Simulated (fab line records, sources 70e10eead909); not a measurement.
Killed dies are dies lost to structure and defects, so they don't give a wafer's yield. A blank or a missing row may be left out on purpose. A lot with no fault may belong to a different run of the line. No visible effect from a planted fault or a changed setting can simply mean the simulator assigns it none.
Matching of chambers ; flow nand harc ; NHARC_A_STAIRCASE_ETCH_313 on rie diel-02: 4 sister chambers
The step etches the open film in CF4/CHF3. 4 wafers are shown with their chamber, then 12 later ones without.

== WAFERS, EACH WITH ITS CHAMBER ==
wafer;chamber;showerhead plenum p Torr (Torr)
L084.6;1;1.48
L092.2;2;1.47
L092.3;0;1.53
L092.6;3;1.50

== WAFERS WITH NO CHAMBER GIVEN ==
wafer;showerhead plenum p Torr (Torr)
L091.4;1.50
L091.5;1.47
L091.6;1.50
L095.1;1.47
L095.2;1.50
L095.3;1.47
L093.1;1.47
L093.3;1.47
L093.4;1.53
L097.1;1.49
L097.3;1.47
L097.5;1.53

== THE CHAMBER EACH PASSED THROUGH ==
wafer;from the rows above;in truth
L091.4;3;3
L091.5;2;2
L091.6;3;3
L095.1;2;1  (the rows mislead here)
L095.2;3;3
L095.3;2;2
L093.1;2;2
L093.3;2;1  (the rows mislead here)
L093.4;0;0
L097.1;can't be placed: 1 or 3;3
L097.3;2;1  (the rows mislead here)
L097.5;0;0
Placed correctly: 8 of 12. These rows do not allow placing 1 (true chamber among the candidates in 1). Wrongly placed: 3.
How it was worked out, from the rows above alone: a wafer's distance from a chamber is the root of the sum, over the readings, of the square of ((its reading less the chamber's mean) divided by the reading's scatter). The wafer belongs to the nearest chamber; if the next one is less than 2 further off, it can't be placed. A chamber's mean is the mean of its shown wafers. The scatter: with one shown wafer a chamber, the root of the mean of the squares of how far each hidden wafer lies from its nearest shown one.
